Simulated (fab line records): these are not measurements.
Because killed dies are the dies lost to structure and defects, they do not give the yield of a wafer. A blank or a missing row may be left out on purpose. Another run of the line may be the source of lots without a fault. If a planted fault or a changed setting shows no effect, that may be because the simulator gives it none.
Matching of chambers / flow n5 finfet / 4 sister chambers for N5_BEOL_M14_STRIP_37 on rie diel-05
The step strips in O2. 4 wafers are shown with their chamber, then 7 later ones without.

## WAFERS PAIRED WITH THEIR CHAMBERS
wafer=L685.6; chamber=0; drypump motor current A (A)=5.56
wafer=L687.4; chamber=3; drypump motor current A (A)=5.89
wafer=L690.5; chamber=2; drypump motor current A (A)=6.16
wafer=L688.1; chamber=1; drypump motor current A (A)=5.81

## WAFERS MISSING THEIR CHAMBER
wafer=L688.6; drypump motor current A (A)=5.90
wafer=L697.2; drypump motor current A (A)=5.61
wafer=L697.4; drypump motor current A (A)=6.14
wafer=L697.5; drypump motor current A (A)=5.93
wafer=L703.1; drypump motor current A (A)=6.16
wafer=L703.4; drypump motor current A (A)=5.91
wafer=L703.5; drypump motor current A (A)=5.61

## WHICH CHAMBER EACH WENT THROUGH
wafer=L688.6; from the rows above=3; in truth=3
wafer=L697.2; from the rows above=0; in truth=0
wafer=L697.4; from the rows above=2; in truth=2
wafer=L697.5; from the rows above=3; in truth=3
wafer=L703.1; from the rows above=2; in truth=2
wafer=L703.4; from the rows above=3; in truth=3
wafer=L703.5; from the rows above=0; in truth=0
Correct placement for 7 of the 7. Left unplaced by these rows: 0. Number placed wrongly: 0.
How it was worked out, from the rows above alone: a wafer's distance from a chamber is the root of the sum, over the readings, of the square of ((its reading less the chamber's mean) divided by the reading's scatter). If the next closest chamber is less than 2 further off than the closest, the wafer can't be placed; otherwise it belongs to the closest. The mean given for a chamber averages the wafers shown for that chamber. The scatter: with one shown wafer a chamber, the root of the mean of the squares of how far each hidden wafer lies from its nearest shown one.
